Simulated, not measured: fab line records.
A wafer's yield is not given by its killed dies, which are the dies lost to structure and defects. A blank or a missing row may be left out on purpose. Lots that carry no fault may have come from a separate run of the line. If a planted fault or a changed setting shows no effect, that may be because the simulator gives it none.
Matching of chambers / flow n5-finfet / N5_GATE_CUT_CMP_43 on cmp-03: 3 sister chambers
The step polishes SiO2. 16 wafers are shown with their chamber, then 6 later ones without.

== EACH WAFER AND ITS CHAMBER ==
wafer=L075.1; chamber=1; motor-current-A (A)=11.1; slurry-filter-dp-kPa (kPa)=13.42; slurry-flow-ml-min=150.4
wafer=L075.5; chamber=1; motor-current-A (A)=12.0; slurry-filter-dp-kPa (kPa)=13.53; slurry-flow-ml-min=149.8
wafer=L075.6; chamber=0; motor-current-A (A)=11.0; slurry-filter-dp-kPa (kPa)=13.71; slurry-flow-ml-min=149.7
wafer=L079.2; chamber=0; motor-current-A (A)=10.9; slurry-filter-dp-kPa (kPa)=13.27; slurry-flow-ml-min=150.4
wafer=L079.4; chamber=1; motor-current-A (A)=11.5; slurry-filter-dp-kPa (kPa)=13.47; slurry-flow-ml-min=150.2
wafer=L079.5; chamber=0; motor-current-A (A)=10.7; slurry-filter-dp-kPa (kPa)=13.26; slurry-flow-ml-min=149.8
wafer=L082.1; chamber=3; motor-current-A (A)=12.7; slurry-filter-dp-kPa (kPa)=13.49; slurry-flow-ml-min=149.8
wafer=L082.4; chamber=1; motor-current-A (A)=11.0; slurry-filter-dp-kPa (kPa)=13.47; slurry-flow-ml-min=149.2
wafer=L082.5; chamber=1; motor-current-A (A)=10.8; slurry-filter-dp-kPa (kPa)=13.57; slurry-flow-ml-min=149.8
wafer=L083.2; chamber=1; motor-current-A (A)=11.2; slurry-filter-dp-kPa (kPa)=13.43; slurry-flow-ml-min=149.7
wafer=L083.5; chamber=0; motor-current-A (A)=11.0; slurry-filter-dp-kPa (kPa)=13.32; slurry-flow-ml-min=149.9
wafer=L083.6; chamber=3; motor-current-A (A)=12.6; slurry-filter-dp-kPa (kPa)=13.73; slurry-flow-ml-min=150.5
wafer=L087.1; chamber=3; motor-current-A (A)=12.7; slurry-filter-dp-kPa (kPa)=13.51; slurry-flow-ml-min=150.0
wafer=L087.3; chamber=1; motor-current-A (A)=11.2; slurry-filter-dp-kPa (kPa)=13.55; slurry-flow-ml-min=150.1
wafer=L087.4; chamber=0; motor-current-A (A)=10.6; slurry-filter-dp-kPa (kPa)=13.35; slurry-flow-ml-min=149.9
wafer=L091.2; chamber=1; motor-current-A (A)=11.7; slurry-filter-dp-kPa (kPa)=13.60; slurry-flow-ml-min=150.7

SIGNATURES (means of the wafers above)
reading=motor-current-A; chamber 0=10.840; chamber 1=11.312; chamber 3=12.667; scatter within a chamber=0.307
reading=slurry-filter-dp-kPa; chamber 0=13.3820; chamber 1=13.5050; chamber 3=13.5767; scatter within a chamber=0.126
reading=slurry-flow-ml-min; chamber 0=149.940; chamber 1=149.988; chamber 3=150.100; scatter within a chamber=0.398
Rule: a wafer lies at a distance from a chamber equal to the root of the sum of squares, over the readings, of (its reading less the chamber's mean, divided by the reading's scatter). The wafer belongs to the nearest chamber; if the next one is less than 2 further off, it can't be placed. The scatter: take each reading less its chamber's mean, square it, sum over the shown wafers, divide by the number of wafers less the number of chambers, and take the root.

== WAFERS WITHOUT THEIR CHAMBER ==
wafer=L091.6; motor-current-A (A)=10.8; slurry-filter-dp-kPa (kPa)=13.64; slurry-flow-ml-min=150.7
wafer=L093.1; motor-current-A (A)=10.9; slurry-filter-dp-kPa (kPa)=13.51; slurry-flow-ml-min=150.2
wafer=L093.2; motor-current-A (A)=11.7; slurry-filter-dp-kPa (kPa)=13.47; slurry-flow-ml-min=149.9
wafer=L096.1; motor-current-A (A)=12.7; slurry-filter-dp-kPa (kPa)=13.34; slurry-flow-ml-min=149.0
wafer=L096.4; motor-current-A (A)=10.5; slurry-filter-dp-kPa (kPa)=13.37; slurry-flow-ml-min=150.6
wafer=L096.5; motor-current-A (A)=10.8; slurry-filter-dp-kPa (kPa)=13.47; slurry-flow-ml-min=150.3

== WHICH CHAMBER EACH ONE RAN IN ==
wafer=L091.6; from the rows above=can't be placed: 1 or 0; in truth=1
wafer=L093.1; from the rows above=can't be placed: 0 or 1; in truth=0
wafer=L093.2; from the rows above=can't be placed: 1 or 0 or 3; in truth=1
wafer=L096.1; from the rows above=can't be placed: 3 or 1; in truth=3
wafer=L096.4; from the rows above=can't be placed: 0 or 1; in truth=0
wafer=L096.5; from the rows above=can't be placed: 0 or 1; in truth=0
Placed correctly: 0 of 6. Unplaceable from these rows: 6, with the true chamber sitting among the candidates in 6. Number placed wrongly: 0.
